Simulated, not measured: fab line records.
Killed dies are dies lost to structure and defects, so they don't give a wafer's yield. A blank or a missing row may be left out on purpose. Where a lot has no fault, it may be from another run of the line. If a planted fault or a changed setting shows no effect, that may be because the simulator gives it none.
Which tool was responsible? -- flow nand harc -- Sampling: 24 lots, 72 wafers, 4 of 1159 route steps

WHAT THE GAUGES SHOWED, per wafer
NHARC_P_M2_THK_MEAS_24: measures by xrf. Usual: thk nm at 144.0 nm, with a standard deviation of 1.6.
lot,measured,on,thk nm (nm),flag
L074,day 6 01:58,film metro-02,141.4 142.5 141.5,
L075,day 6 12:22,film metro-02,142.8 144.3 141.9,
L077,day 7 01:29,film metro-02,143.3 141.6 145.7,
L076,day 7 01:47,film metro-02,147.0 142.1 146.0,
L078,day 7 11:14,film metro-01,144.4 144.4 146.2,
L079,day 7 11:45,film metro-02,146.2 146.2 144.5,
L080,day 8 07:33,film metro-02,144.4 143.0 147.1,
L082,day 8 08:31,film metro-01,145.2 144.6 143.4,
L081,day 8 08:49,film metro-01,142.8 141.9 143.5,
L083,day 8 16:29,film metro-01,143.6 142.6 141.7,
L084,day 9 02:14,film metro-02,143.3 143.5 144.7,
L085,day 9 10:05,film metro-02,144.3 144.6 143.9,
L086,day 9 11:02,film metro-01,145.6 147.6 144.2,
L087,day 9 23:00,film metro-01,145.1 144.6 143.9,
L089,day 9 23:16,film metro-02,142.0 143.6 145.7,
L088,day 9 23:48,film metro-02,145.5 145.3 144.3,
L091,day 10 09:58,film metro-02,142.7 144.3 143.0,
L090,day 10 09:47,film metro-02,144.7 144.0 143.5,
L093,day 11 05:20,film metro-01,144.0 141.9 143.1,
L092,day 11 05:50,film metro-02,144.2 144.2 144.7,
L095,day 11 06:37,film metro-01,141.7 144.4 144.2,
L094,day 11 09:56,film metro-02,144.4 143.1 145.0,
L096,day 11 16:25,film metro-02,140.7 140.1 142.1,
L097,day 11 17:18,film metro-02,142.7 142.9 143.4,

NHARC_A_ZERO_WELL_INSPECT_17. Usual: raw defect count at 10, with a standard deviation of 5.
lot,measured,on,raw defect count,flag
L074,day 6 09:28,defect inspect-02,6 10 9,
L075,day 6 19:51,defect inspect-02,8 13 25,
L077,day 7 09:02,defect inspect-02,4 14 4,
L076,day 7 09:51,defect inspect-01,5 3 5,
L078,day 7 18:44,defect inspect-02,17 15 9,
L079,day 7 19:34,defect inspect-01,10 6 8,
L080,day 8 15:03,defect inspect-01,18 18 15,
L082,day 8 16:31,defect inspect-02,8 16 15,
L081,day 8 16:41,defect inspect-02,6 16 11,
L083,day 8 23:44,defect inspect-02,7 8 10,
L084,day 9 09:56,defect inspect-01,7 6 7,
L085,day 9 17:29,defect inspect-01,7 6 16,
L086,day 9 18:32,defect inspect-01,15 13 14,
L087,day 10 08:08,defect inspect-01,13 7 7,
L089,day 10 08:34,defect inspect-01,3 6 9,
L088,day 10 08:41,defect inspect-01,9 5 5,
L091,day 10 17:46,defect inspect-01,10 27 11,
L090,day 10 18:06,defect inspect-01,4 4 6,
L093,day 11 13:04,defect inspect-01,16 18 8,
L092,day 11 14:45,defect inspect-01,9 12 11,
L095,day 11 14:29,defect inspect-01,11 19 28,
L094,day 11 17:31,defect inspect-01,6 7 1,
L096,day 11 23:57,defect inspect-02,8 9 5,
L097,day 12 00:58,defect inspect-01,16 8 8,

NHARC_A_ONON_D1_THK_MEAS_34: measures by ellipsometry. Usual: thk nm at 200.9 nm, with a standard deviation of 2.4.
lot,measured,on,thk nm (nm),flag
L074,day 7 19:49,film metro-01,201.4 203.9 202.8,
L075,day 8 10:46,film metro-02,203.9 200.8 202.6,
L077,day 8 19:23,film metro-01,201.0 200.2 203.6,
L076,day 8 19:07,film metro-01,196.8 204.0 199.4,
L078,day 9 03:52,film metro-02,197.1 199.9 203.9,
L079,day 9 03:53,film metro-02,197.8 199.3 197.2,
L080,day 10 00:48,film metro-01,205.7 207.1 204.6,
L082,day 10 00:32,film metro-01,202.1 202.1 198.9,
L081,day 10 00:35,film metro-01,201.3 205.4 203.6,
L083,day 10 11:08,film metro-01,200.9 199.7 202.8,
L084,day 10 20:03,film metro-02,201.8 204.0 202.4,
L085,day 11 03:52,film metro-02,196.9 202.2 202.5,
L086,day 11 03:52,film metro-01,201.9 203.8 200.9,
L087,day 11 20:50,film metro-02,199.3 200.5 203.3,
L089,day 11 20:34,film metro-02,199.6 202.4 200.1,
L088,day 11 20:52,film metro-01,197.9 203.3 202.4,
L091,day 12 03:11,film metro-01,196.1 198.2 203.3,
L090,day 12 03:11,film metro-02,200.4 201.6 202.8,
L093,day 12 22:53,film metro-02,199.4 197.6 202.1,
L092,day 12 23:02,film metro-01,199.3 201.6 201.1,
L095,day 12 22:47,film metro-01,198.8 202.5 204.2,
L094,day 13 02:59,film metro-02,199.7 200.8 204.0,
L096,day 13 12:04,film metro-02,202.1 201.4 204.0,
L097,day 13 11:47,film metro-01,198.7 198.5 204.4,

EACH LOT AND THE TOOL THAT RAN IT (in order: tool; ch and the chambers of the sampled wafers; start)
lot,NHARC_P_M2_PVD_20
L074,"pvd sputter-01, day 6 01:58 or earlier"
L075,"pvd sputter-01, day 6 12:22 or earlier"
L077,"pvd sputter-01, day 7 01:29 or earlier"
L076,"pvd sputter-02, day 7 01:47 or earlier"
L078,"pvd sputter-01, day 7 11:14 or earlier"
L079,"pvd sputter-02, day 7 11:45 or earlier"
L080,"pvd sputter-01, day 8 07:33 or earlier"
L082,"pvd sputter-02, day 8 08:31 or earlier"
L081,"pvd sputter-01, day 8 08:49 or earlier"
L083,"pvd sputter-03, day 8 16:29 or earlier"
L084,"pvd sputter-01, day 9 02:14 or earlier"
L085,"pvd sputter-03, day 9 10:05 or earlier"
L086,"pvd sputter-02, day 9 11:02 or earlier"
L087,"pvd sputter-02, day 9 23:00 or earlier"
L089,"pvd sputter-01, day 9 23:16 or earlier"
L088,"pvd sputter-03, day 9 23:48 or earlier"
L091,"pvd sputter-03, day 10 09:58 or earlier"
L090,"pvd sputter-01, day 10 09:47 or earlier"
L093,"pvd sputter-01, day 11 05:20 or earlier"
L092,"pvd sputter-02, day 11 05:50 or earlier"
L095,"pvd sputter-01, day 11 06:37 or earlier"
L094,"pvd sputter-02, day 11 09:56 or earlier"
L096,"pvd sputter-03, day 11 16:25 or earlier"
L097,"pvd sputter-01, day 11 17:18 or earlier"
- NHARC_P_M2_PVD_20: deposits TaN, target thk 5 nm, time 8.06 s.

WHAT THE TOOLS THEMSELVES READ (means of the sampled wafers that have a number; where no wafer has one, the mark that the record gives instead)
NHARC_P_M2_PVD_20. Usual: throttle valve pct at 30.1 %, with a standard deviation of 0.91.
lot,tool,throttle valve pct (%),flag
L074,pvd sputter-01,30.8,
L075,pvd sputter-01,30.5,
L077,pvd sputter-01,30.1,
L076,pvd sputter-02,29.4,
L078,pvd sputter-01,30.9,
L079,pvd sputter-02,30.1,
L080,pvd sputter-01,30.9,
L082,pvd sputter-02,30.0,
L081,pvd sputter-01,30.8,
L083,pvd sputter-03,30.5,
L084,pvd sputter-01,30.7,
L085,pvd sputter-03,30.4,
L086,pvd sputter-02,29.4,
L087,pvd sputter-02,30.1,
L089,pvd sputter-01,29.7,
L088,pvd sputter-03,30.4,
L091,pvd sputter-03,29.9,
L090,pvd sputter-01,30.0,
L093,pvd sputter-01,30.0,
L092,pvd sputter-02,28.5,
L095,pvd sputter-01,30.1,
L094,pvd sputter-02,29.3,
L096,pvd sputter-03,29.7,
L097,pvd sputter-01,30.3,

THE ANSWER, worked out from the rows above alone
Rule: take the mean of a lot's wafers that have a number; if it is more than 3 standard deviations from the usual mean, the lot is off. Also off: a lot with no number at a reading for which 4 or more lots have one. Where the step has rows for the other lots, those lots are counted as sound. First the gauges in route order, then the tools' own readings, where a lot's mean is used as printed above. At the first step where some lot is off, the reading lying furthest off is the one used; lots without a number count as furthest.
No lot is off on any of the readings shown, so nothing can be concluded from this.

WHAT THE SIMULATOR HAD PUT IN
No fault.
